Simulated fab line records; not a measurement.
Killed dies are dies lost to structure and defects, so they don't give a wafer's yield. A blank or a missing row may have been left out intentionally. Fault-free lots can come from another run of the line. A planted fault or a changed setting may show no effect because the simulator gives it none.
fab line records	flow nand-harc	part 2 of 2: steps 5 to 6 of 6
[record] lots = 22	wafers = 66	last-day = 24
route steps=1159 shown A_CHANNEL_HOLE_D1@468 A_CHANNEL_FILL_D1@501 A_STAIRCASE@548
lots untouched by any fault: they come from a run of this same line in which no faults occurred
start-h: hours from the record's first day to the start of the lot's first wafer shown	wait-h: hours from the lot's prior step to this one	" repeats the value in the row above	L1.1+2: a single row standing in for several wafers	- value missing, or start not given	* or withheld: withheld	< > ~ a bound
route shown NAME@n: a module of which the file shows steps, and the number in the route of the first	usual: the fault-free wafers' mean and standard deviation	same: alike in all rows	chamber/n: place in a boat	sites: per-site readings	_std_site: the standard deviation of these	_edge_site: the outer-site mean with the inner-site mean subtracted	radius-mm: for every site, how far away it sits from the centre of the wafer	mask NAME#n: copy n	behind: the tool/chamber that last shaped the wafer	hold: what put the lot on hold/how long, in hours/how the hold closed	device: transistor that didn't switch, given as n, p or np	end of line: the same wafers' tests at the end of the route	a step without rows: its recipe alone	killed: dies lost to structure and defects at the first sort, not the wafer's yield	map: per-die view of a wafer (x killed, . not killed, _ where there is no die)
set.NAME: the setting the step ran with; set.NAME@STEP: the setting that earlier step ran with	model.NAME: the simulator's own value behind a step, which no gauge read
steps of the route over a sample of lots; a table a step, a row a wafer
services: a tool's chamber out of use, with start hour (start-h, from the record's first day; less than 0 if before it), hours out, and reason
[[steps]]
[step NHARC_A_STAIRCASE_TRIM_12]
[recipe] time-s = 211.2	o2-flow-sccm = 500	ar-flow-sccm = 0	bias-w = 0	chemistry = O2
[usual] drypump-motor-current-A = 5.7/0.53	oes-product-au = 0.998/0.0068	rf-vpp-V = 57.8/0.92	showerhead-plenum-p-Torr = 3.52/0.15	throttle-valve-pct = 17.035/0.0086
lot.wafer	tool	chamber	start-h	wait-h	drypump-motor-current-A	oes-product-au	rf-hours-counter-h	rf-vpp-V	showerhead-plenum-p-Torr	throttle-valve-pct
L075.4	rie-diel-11	1	232.81	0.1	6.2	1.008	10	57.8	3.67	17.042
L075.1	"	2	"	"	5.8	0.999	9	58.1	3.52	17.037
L075.3	"	0	"	"	6.0	1.001	12	58.1	3.62	17.039
L074.1	rie-diel-09	0	238.99	0.1	5.1	1.005	57	58.7	3.53	17.050
L074.2	"	1	"	"	4.9	0.993	59	59.4	3.50	17.031
L074.3	"	2	"	"	4.9	0.994	55	58.7	3.51	17.036
L076.3	rie-diel-09	3	245.51	0.1	5.5	1.000	54	57.6	3.28	17.047
L076.6	"	2	"	"	4.9	1.002	-	58.0	3.51	17.040
L076.5	"	3	"	"	5.6	0.999	-	56.4	3.28	17.023
L077.2	rie-diel-09	0	245.72	0.1	5.0	0.997	59	58.6	3.53	17.029
L077.6	"	0	"	"	5.0	0.993	-	57.9	3.53	17.036
L077.5	"	1	"	"	4.9	1.004	-	55.1	3.49	17.037
L078.1	rie-diel-09	0	253.53	0.1	5.0	0.999	64	57.7	3.53	17.024
L078.4	"	2	"	"	4.9	1.000	60	57.4	3.50	17.032
L078.5	"	0	"	"	5.1	0.995	-	58.3	3.53	17.035
L079.2	rie-diel-11	2	256.13	0.2	5.9	0.978	20	56.9	3.52	17.028
L079.3	"	3	"	"	6.5	0.994	21	56.5	3.32	17.038
L079.4	"	2	"	"	5.8	0.985	-	58.0	3.52	17.038
L081.4	rie-diel-09	1	274.57	0.1	4.9	0.988	4	57.4	3.49	17.042
L081.2	"	2	"	"	4.9	0.996	5	57.3	3.50	17.037
L081.1	"	3	"	"	5.5	0.987	5	56.6	3.81	17.028
L080.2	rie-diel-08	0	274.93	0.1	6.2	0.995	52	58.8	3.66	17.050
L080.4	"	1	"	"	5.6	1.003	55	56.6	3.32	17.028
L080.3	"	3	"	"	5.5	0.985	53	58.3	3.41	17.029
L082.2	rie-diel-11	0	280.63	0.1	6.0	0.990	30	57.1	3.61	17.044
L082.4	"	1	"	"	6.2	1.002	26	58.9	3.66	17.028
L082.3	"	2	"	"	5.9	0.984	28	57.6	3.51	17.053
L083.1	rie-diel-11	3	288.00	0.1	6.5	1.000	31	57.2	3.32	17.035
L083.2	"	0	"	"	6.0	1.006	32	58.2	3.61	17.027
L083.4	"	1	"	"	6.2	1.010	29	58.6	3.66	17.031
L084.2	rie-diel-11	2	297.26	0.1	5.9	0.986	34	57.7	3.51	17.041
L084.4	"	3	"	"	6.5	0.998	34	58.4	3.31	17.025
L084.5	"	0	"	"	6.0	0.994	-	58.3	3.61	17.047
L085.3	rie-diel-11	0	312.33	0.2	6.0	1.002	39	57.4	3.60	17.041
L085.1	"	2	"	"	5.9	0.990	38	57.9	3.51	17.042
L085.6	"	3	"	"	6.5	1.007	-	58.2	3.31	17.034
L086.4	rie-diel-11	3	312.52	0.2	6.5	0.985	38	57.3	3.31	17.048
L086.3	"	0	"	"	6.0	0.995	39	57.6	3.60	17.024
L086.6	"	2	"	"	5.8	0.992	-	57.7	3.51	17.035
L087.1	rie-diel-11	0	312.79	0.3	6.0	0.998	39	58.9	3.60	17.048
L087.2	"	1	"	"	6.2	0.998	36	57.8	3.65	17.035
L087.4	"	2	"	"	5.8	0.991	38	57.9	3.51	17.026
L088.4	rie-diel-11	0	315.23	0.2	6.0	0.995	41	57.2	3.60	17.030
L088.2	"	1	"	"	6.2	1.007	38	58.5	3.65	17.019
L088.5	"	2	"	"	5.8	0.989	-	58.1	3.51	17.039
L089.4	rie-diel-09	0	320.44	0.1	5.1	0.992	21	58.1	3.52	17.051
L089.2	"	1	"	"	4.9	1.004	22	57.9	3.48	17.038
L089.3	"	2	"	"	4.9	1.001	25	57.1	3.49	17.026
L093.3	rie-diel-08	1	339.80	0.1	5.6	0.996	11	56.7	3.31	17.043
L093.4	"	3	"	"	5.5	0.996	11	58.9	3.40	17.025
L093.5	"	1	"	"	5.6	0.994	-	55.8	3.31	17.050
L091.3	rie-diel-09	3	347.42	0.1	5.5	1.009	34	59.8	3.79	17.041
L091.4	"	0	"	"	5.1	1.007	-	57.2	3.51	17.046
L091.5	"	1	"	"	4.9	1.001	-	57.2	3.47	17.051
L094.3	rie-diel-08	1	351.08	0.1	5.6	1.003	12	57.7	3.30	17.034
L094.4	"	0	"	"	6.2	1.007	15	58.6	3.64	17.023
L094.6	"	2	"	"	5.3	0.992	-	57.2	3.76	17.023
L095.1	rie-diel-11	3	356.82	0.1	6.5	1.003	58	56.8	3.30	17.024
L095.4	"	1	"	"	6.2	0.998	56	57.9	3.64	17.026
L095.6	"	0	"	"	6.0	0.999	-	58.9	3.59	17.033
L096.3	rie-diel-11	1	357.15	0.1	6.2	0.998	56	58.1	3.64	17.029
L096.4	"	2	"	"	5.9	1.004	58	57.6	3.50	17.023
L096.1	"	0	"	"	6.0	1.001	59	57.6	3.59	17.028
L097.4	rie-diel-08	1	361.74	0.1	5.6	1.004	17	55.9	3.30	17.038
L097.1	"	2	"	"	5.4	0.992	22	57.8	3.76	17.041
L097.3	"	0	"	"	6.2	0.989	19	57.5	3.64	17.027
[step NHARC_A_STAIRCASE_ETCH_17]
[recipe] target-depth-a = 1000	time-s = 40.5	ion-energy-ev = 400	c4f8-flow-sccm = 20	o2-flow-sccm = 10	ar-flow-sccm = withheld	rf-w = 600	bias-w = 1000	chemistry = C4F8/O2
[usual] oes-product-au = 0.936/0.01	rf-vpp-V = 895/5.4
lot.wafer	tool	chamber	start-h	wait-h	oes-product-au	rf-hours-counter-h	rf-vpp-V
L075.1	rie-diel-11	3	-	-	0.938	12	888
L075.3	"	0	"	"	0.936	12	898
L075.4	"	1	"	"	0.943	10	899
L074.2	rie-diel-09	1	-	-	0.937	60	895
L074.1	"	3	"	"	0.951	53	887
L074.3	"	0	"	"	0.930	58	897
L076.3	rie-diel-09	2	-	-	0.937	58	895
L076.5	"	2	"	"	0.930	-	896
L076.6	"	3	"	"	0.919	-	886
L077.2	rie-diel-09	2	-	-	0.938	58	895
L077.5	"	2	"	"	0.945	-	896
L077.6	"	3	"	"	0.936	-	886
L078.1	rie-diel-08	3	254.13	-	0.919	45	893
L078.4	"	1	"	"	0.924	48	888
L078.5	"	3	"	"	0.925	-	892
L079.3	rie-diel-11	0	-	-	0.924	23	899
L079.2	"	2	"	"	0.923	21	895
L079.4	"	0	"	"	0.917	-	898
L081.1	rie-diel-09	2	-	-	0.943	5	894
L081.4	"	3	"	"	0.925	5	907
L081.2	"	1	"	"	0.929	5	893
L080.2	rie-diel-08	3	-	-	0.925	54	892
L080.3	"	1	"	"	0.920	56	888
L080.4	"	2	"	"	0.932	56	906
L082.2	rie-diel-11	3	-	-	0.931	29	889
L082.3	"	0	"	"	0.934	31	899
L082.4	"	2	"	"	0.931	28	896
L083.4	rie-diel-11	0	-	-	0.935	33	900
L083.2	"	1	"	"	0.947	30	901
L083.1	"	2	"	"	0.943	32	895
L084.2	rie-diel-11	2	-	-	0.927	34	896
L084.4	"	3	"	"	0.949	34	888
L084.5	"	3	"	"	0.935	-	888
L085.3	rie-diel-11	1	-	-	0.956	37	899
L085.1	"	3	"	"	0.943	39	888
L085.6	"	1	"	"	0.946	-	900
L086.4	rie-diel-11	3	-	-	0.931	40	888
L086.3	"	1	"	"	0.936	37	901
L086.6	"	2	"	"	0.928	-	895
L087.2	rie-diel-11	3	-	-	0.919	40	887
L087.4	"	0	"	"	0.930	40	898
L087.1	"	2	"	"	0.917	40	895
L088.4	rie-diel-11	3	-	-	0.931	41	887
L088.2	"	1	"	"	0.934	39	899
L088.5	"	3	"	"	0.930	-	888
L089.2	rie-diel-09	2	-	-	0.927	25	895
L089.4	"	3	"	"	0.937	24	905
L089.3	"	0	"	"	0.936	21	895
L093.4	rie-diel-08	1	-	-	0.938	12	889
L093.3	"	2	"	"	0.937	12	904
L093.5	"	2	"	"	0.939	-	906
L091.3	rie-diel-09	0	-	-	0.934	32	896
L091.4	"	1	"	"	0.946	-	894
L091.5	"	3	"	"	0.935	-	905
L094.3	rie-diel-08	3	-	-	0.958	14	892
L094.4	"	0	"	"	0.942	16	901
L094.6	"	2	"	"	0.951	-	903
L095.1	rie-diel-11	1	-	-	0.941	56	899
L095.4	"	0	"	"	0.949	59	898
L095.6	"	2	"	"	0.936	-	893
L096.1	rie-diel-11	2	-	-	0.937	59	896
L096.4	"	0	"	"	0.926	60	898
L096.3	"	1	"	"	0.943	57	899
L097.1	rie-diel-08	3	-	-	0.932	18	891
L097.4	"	1	"	"	0.948	18	887
L097.3	"	2	"	"	0.935	23	903
[[services]]
tool	chamber	start-h	hours	kind
rie-diel-10	3	156.42	5.4	repair
rie-diel-10	-	176.50	9.0	pm
rie-diel-06	-	176.75	0.8	repair
rie-diel-11	-	189.50	9.0	pm
rie-diel-08	-	190.55	2.4	repair
rie-diel-10	2	197.85	5.3	repair
rie-diel-06	1	201.22	9.3	repair
rie-diel-12	-	202.40	9.0	pm
rie-diel-10	2	209.00	8.1	repair
rie-diel-12	2	213.05	9.5	repair
rie-diel-03	-	215.40	9.0	pm
rie-diel-06	3	231.52	7.3	repair
rie-diel-06	-	241.25	9.0	pm
rie-diel-09	-	254.10	9.0	pm
rie-diel-06	3	264.93	7.9	repair
rie-diel-12	3	294.69	9.0	repair
rie-diel-06	2	303.47	4.4	repair
har-etch-01	-	306.14	17.0	pm
rie-diel-06	2	323.40	13.0	repair
rie-diel-03	3	336.16	1.8	repair
rie-diel-03	0	341.24	4.9	repair
rie-diel-03	0	348.67	7.3	repair
rie-diel-06	0	352.43	30.4	repair
rie-diel-10	-	353.50	9.0	pm
